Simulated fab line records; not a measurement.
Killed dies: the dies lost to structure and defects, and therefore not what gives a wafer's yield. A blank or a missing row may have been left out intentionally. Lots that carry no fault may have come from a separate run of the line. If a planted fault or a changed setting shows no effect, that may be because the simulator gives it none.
Lot-split experiment :: flow n5_finfet :: 7 lots, 21 wafers read, on a route of 1938 steps

## ABOUT THE SPLIT
At N5_HKMG_FIN_ETCH_55 (etches SOC in N2/H2, target depth 240 nm, time 300 s), the setting bias_w was moved away from the recipe's 150 W on 6 of the 21 wafers read, by -16.6% to +17.5%. All remaining wafers had this setting at the recipe value.

The reading is taken at the split's own step.

## THE READING
rf_vpp_V, in V, at N5_HKMG_FIN_ETCH_55 (etches SOC in N2/H2, target depth 240 nm, time 300 s). Fault-free wafers of this fab line usually give 524.4 V, standard deviation 2.7 V.

wafer: L074.2
tool, chamber at the split: rie_diel-01, 1
bias_w as run, W: 150
against the recipe: recipe
rf_vpp_V, V: 523.6
against lot-mates on the recipe: -

wafer: L074.3
tool, chamber at the split: rie_diel-01, 0
bias_w as run, W: 150
against the recipe: recipe
rf_vpp_V, V: 521.9
against lot-mates on the recipe: -

wafer: L074.5
tool, chamber at the split: rie_diel-01, 1
bias_w as run, W: 150
against the recipe: recipe
rf_vpp_V, V: 523.6
against lot-mates on the recipe: -

wafer: L078.3
tool, chamber at the split: rie_diel-01, 2
bias_w as run, W: 150
against the recipe: recipe
rf_vpp_V, V: 523.0
against lot-mates on the recipe: -

wafer: L078.5
tool, chamber at the split: rie_diel-01, 2
bias_w as run, W: 176.3
against the recipe: +17.5%
rf_vpp_V, V: 580.7
against lot-mates on the recipe: +57.7

wafer: L078.6
tool, chamber at the split: rie_diel-01, 1
bias_w as run, W: 176.3
against the recipe: +17.5%
rf_vpp_V, V: 579.9
against lot-mates on the recipe: +56.9

wafer: L082.3
tool, chamber at the split: rie_diel-04, 0
bias_w as run, W: 150
against the recipe: recipe
rf_vpp_V, V: 522.7
against lot-mates on the recipe: -

wafer: L082.5
tool, chamber at the split: rie_diel-04, 1
bias_w as run, W: 150
against the recipe: recipe
rf_vpp_V, V: 528.7
against lot-mates on the recipe: -

wafer: L082.6
tool, chamber at the split: rie_diel-04, 2
bias_w as run, W: 150
against the recipe: recipe
rf_vpp_V, V: 528.4
against lot-mates on the recipe: -

wafer: L085.1
tool, chamber at the split: rie_diel-03, 3
bias_w as run, W: 125.1
against the recipe: -16.6%
rf_vpp_V, V: 465.0
against lot-mates on the recipe: -57.3

wafer: L085.2
tool, chamber at the split: rie_diel-03, 0
bias_w as run, W: 150
against the recipe: recipe
rf_vpp_V, V: 523.5
against lot-mates on the recipe: -

wafer: L085.6
tool, chamber at the split: rie_diel-03, 3
bias_w as run, W: 150
against the recipe: recipe
rf_vpp_V, V: 521.1
against lot-mates on the recipe: -

wafer: L090.2
tool, chamber at the split: rie_diel-01, 3
bias_w as run, W: 169
against the recipe: +12.7%
rf_vpp_V, V: 562.3
against lot-mates on the recipe: +39.2

wafer: L090.4
tool, chamber at the split: rie_diel-01, 1
bias_w as run, W: 169
against the recipe: +12.7%
rf_vpp_V, V: 563.5
against lot-mates on the recipe: +40.4

wafer: L090.5
tool, chamber at the split: rie_diel-01, 2
bias_w as run, W: 150
against the recipe: recipe
rf_vpp_V, V: 523.1
against lot-mates on the recipe: -

wafer: L091.2
tool, chamber at the split: rie_diel-03, 1
bias_w as run, W: 125.7
against the recipe: -16.2%
rf_vpp_V, V: 466.6
against lot-mates on the recipe: -55.9

wafer: L091.3
tool, chamber at the split: rie_diel-03, 0
bias_w as run, W: 150
against the recipe: recipe
rf_vpp_V, V: 522.5
against lot-mates on the recipe: -

wafer: L091.5
tool, chamber at the split: rie_diel-03, 0
bias_w as run, W: 150
against the recipe: recipe
rf_vpp_V, V: 522.4
against lot-mates on the recipe: -

wafer: L094.3
tool, chamber at the split: rie_diel-04, 2
bias_w as run, W: 150
against the recipe: recipe
rf_vpp_V, V: 526.7
against lot-mates on the recipe: -

wafer: L094.4
tool, chamber at the split: rie_diel-04, 1
bias_w as run, W: 150
against the recipe: recipe
rf_vpp_V, V: 528.1
against lot-mates on the recipe: -

wafer: L094.5
tool, chamber at the split: rie_diel-04, 0
bias_w as run, W: 150
against the recipe: recipe
rf_vpp_V, V: 522.4
against lot-mates on the recipe: -

FIT RESULTS
A straight line over all 21 wafers: rf_vpp_V changes by +3.32 V for each +1% of bias_w; r = +1.00; the points scatter about the line by 2.7 V.
The same after taking each lot's own level away (the mean of its wafers on the recipe; 21 wafers): +3.32 V for each +1%; r = +1.00; scatter 1.8 V.
That fit puts the effect of the largest move of bias_w on the reading at 58 V.
Across the lots, their own levels run from 522.30 to 526.60 V, a range of 1.6 times the standard deviation given above.
Consequently the slope shifts little with the lot-to-lot level, the two slopes agreeing.
Check: for one of the wafers moved furthest among these (+17.5%), held out of the fit, the line's prediction against its lot-mates is +57.6 V. It came out at +57.7 V against them.
Tool readings at the split's step, against how far the setting was moved: rf_vpp_V r = +1.00.

## THE OTHER SPLITS THESE WAFERS WENT THROUGH
These wafers also went through other splits before the reading. Each is held against what the fit with the lots' levels taken away leaves over:
other split on the same wafers: N5_SDB_ETCH_17 bias_w
wafers away from the commonest value: 6
r with rf_vpp_V (lot level and that fit taken away): -0.32

other split on the same wafers: N5_HKMG_FIN_EXPOSE_46 dose_mj
wafers away from the commonest value: 6
r with rf_vpp_V (lot level and that fit taken away): -0.12

## THE WHOLE CHAIN: every reading that the file lists as answering this split, in the file's order
step: N5_HKMG_FIN_ETCH_55
what it does: etches SOC in N2/H2, target depth 240 nm, time 300 s
reading: rf_vpp_V
change (the file's fit): +3.35 V for each +1% of the setting
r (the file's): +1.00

step: N5_HKMG_FIN_ETCH_55
what it does: etches SOC in N2/H2, target depth 240 nm, time 300 s
reading: HKMG_FIN.feature_depth_nm (the simulator's own value, which no gauge read)
change (the file's fit): +1.38 nm for each +1% of the setting
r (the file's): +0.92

step: N5_HKMG_FIN_ETCH_55
what it does: etches SOC in N2/H2, target depth 240 nm, time 300 s
reading: etch.depth_nm (the simulator's own value, which no gauge read)
change (the file's fit): +1.38 nm for each +1% of the setting
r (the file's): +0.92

step: N5_HKMG_FIN_ETCH_55
what it does: etches SOC in N2/H2, target depth 240 nm, time 300 s
reading: SiARC_of_HKMG_FIN_COAT_42.thk_nm (the simulator's own value, which no gauge read)
change (the file's fit): -0.196 nm for each +1% of the setting
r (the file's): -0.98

## THE FILE'S OWN FIT
rf_vpp_V changes by +3.35 V for each +1% of bias_w, r = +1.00.
